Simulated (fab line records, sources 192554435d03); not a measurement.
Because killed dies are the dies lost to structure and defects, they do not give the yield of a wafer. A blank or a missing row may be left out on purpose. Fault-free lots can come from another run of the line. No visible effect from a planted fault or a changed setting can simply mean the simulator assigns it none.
fab line records + flow n5Finfet
[record]
- lots = 7
- wafers = 39
route steps=1938 shown PASSIVATION@1930
startH: hours from the record's first day to the start of the lot's first wafer shown + waitH: hours elapsed since this lot's preceding step + " unchanged from the row above + L1.1+2: a single row standing in for several wafers + - no value, or no start was given + * or withheld: withheld + < > ~ a bound
route shown NAME@n: NAME is a module with steps in the file, n the number in the route of the first one + usual: average and standard deviation across the fault-free wafers + same: alike in all rows + chamber/n: place in a boat + sites: each site's reading + _std_site: standard deviation across them + _edge_site: mean of outer sites minus mean of inner sites + radiusMm: how far each site lies from the wafer's centre + mask NAME#n: copy n + behind: the tool/chamber that last shaped the wafer + hold: what put the lot on hold/how long, in hours/how the hold closed + device: the n, p or np transistor that did not switch + end of line: the tests these same wafers got at the end of their route + a step given without rows: its recipe and nothing more + killed: dies that structure and defects cost at the first sort, which is not the same as the wafer's yield + map: the dies of a wafer, with x for killed, . for not killed, _ for no die there
set.NAME: setting as actually run; set.NAME@STEP: the setting as run at that earlier step + model.NAME: the simulator's own value behind a step, which no gauge read
one table per step and one row per wafer, for lots whose settings were changed on purpose
[[steps]]
[step N5_PASSIVATION_ETCH_54]
[recipe]
- chemistry = CHF3/O2
- target = SiO2
- targetDepthA = 8800
- CHF3_flow_sccm = 50
- O2_flow_sccm = 5
- Ar_flow_sccm = 200
- timeS = 440
- maskMaterial = PR
- pressureMtorr = 30
- sourceW = 650
- biasW = 170
- ionEnergyEv = 200
| lot.wafer | tool       | chamber | startH | waitH | set.targetDepthA | model.etch.depthNm | model.PASSIVATION.featureDepthNm |
|-----------|------------|---------|--------|-------|------------------|--------------------|----------------------------------|
| L085.1    | rieDiel-04 | 2       | 340.02 | 0.1   | 8800             | 895.5              | 895.4                            |
| L085.2    | "          | 3       | "      | "     | 13700            | 1372               | 1372                             |
| L085.3    | "          | 0       | "      | "     | 8800             | 884.9              | 885                              |
| L085.4    | "          | 1       | "      | "     | 13700            | 1361               | 1361                             |
| L085.5    | "          | 0       | "      | "     | 13700            | 1373               | 1373                             |
| L085.6    | "          | 1       | "      | "     | 8800             | 868                | 868                              |
| L086.1    | rieDiel-02 | 0       | 348.47 | 0.1   | 8800             | 872.3              | 872.2                            |
| L086.2    | "          | 3       | "      | "     | 8800             | 859.9              | 859.8                            |
| L086.5    | "          | 1       | "      | "     | 8800             | 887.1              | 887.2                            |
| L088.1    | rieDiel-03 | 1       | 365.26 | 0.1   | 8800             | 882.5              | 882.4                            |
| L088.2    | "          | 2       | "      | "     | 4580             | 463.1              | 463                              |
| L088.3    | "          | 0       | "      | "     | 4580             | 451.8              | 451.8                            |
| L088.4    | "          | 3       | "      | "     | 8800             | 885.7              | 885.6                            |
| L088.5    | "          | 0       | "      | "     | 4580             | 449.9              | 449.8                            |
| L088.6    | "          | 1       | "      | "     | 8800             | 880.8              | 880.8                            |
| L090.1    | rieDiel-04 | 0       | 379.25 | 0.1   | 8800             | 877.4              | 877.4                            |
| L090.2    | "          | 1       | "      | "     | 11440            | 1123               | 1123                             |
| L090.3    | "          | 2       | "      | "     | 11440            | 1160               | 1160                             |
| L090.4    | "          | 3       | "      | "     | 8800             | 883.7              | 883.6                            |
| L090.5    | "          | 2       | "      | "     | 8800             | 888.3              | 888.4                            |
| L090.6    | "          | 1       | "      | "     | 11440            | 1119               | 1119                             |
| L092.1    | rieDiel-02 | 0       | 391.89 | 0.1   | 8800             | 866.4              | 866.4                            |
| L092.2    | "          | 2       | "      | "     | 12240            | 1180               | 1180                             |
| L092.3    | "          | 3       | "      | "     | 8800             | 854.7              | 854.6                            |
| L092.4    | "          | 1       | "      | "     | 8800             | 880.8              | 880.8                            |
| L092.5    | "          | 3       | "      | "     | 12240            | 1185               | 1185                             |
| L092.6    | "          | 2       | "      | "     | 12240            | 1177               | 1177                             |
| L093.1    | rieDiel-02 | 1       | 398.09 | 0.1   | 8800             | 871.6              | 871.6                            |
| L093.2    | "          | 0       | "      | "     | 8800             | 878.3              | 878.2                            |
| L093.3    | "          | 2       | "      | "     | 8800             | 857.4              | 857.4                            |
| L093.4    | "          | 3       | "      | "     | 5281             | 521.2              | 521.2                            |
| L093.5    | "          | 1       | "      | "     | 5281             | 528.3              | 528.2                            |
| L093.6    | "          | 2       | "      | "     | 5281             | 508.4              | 508.4                            |
| L096.1    | rieDiel-03 | 2       | 410.40 | 0.1   | 8800             | 882.4              | 882.4                            |
| L096.2    | "          | 0       | "      | "     | 7411             | 722.8              | 722.8                            |
| L096.3    | "          | 1       | "      | "     | 7411             | 732.2              | 732.2                            |
| L096.4    | "          | 2       | "      | "     | 7411             | 745.1              | 745                              |
| L096.5    | "          | 1       | "      | "     | 8800             | 875.8              | 875.8                            |
| L096.6    | "          | 0       | "      | "     | 8800             | 859.2              | 859.2                            |
[[key]]
[split]
- step = N5_PASSIVATION_ETCH_54
- setting = targetDepthA
- stated = 8800
- by = wafer
[response]
- step = N5_PASSIVATION_ETCH_54
- reading = model.etch.depthNm
- change = +8.63
- per = 1%
- r = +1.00
[response]
- step = N5_PASSIVATION_ETCH_54
- reading = model.PASSIVATION.featureDepthNm
- change = +8.63
- per = 1%
- r = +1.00
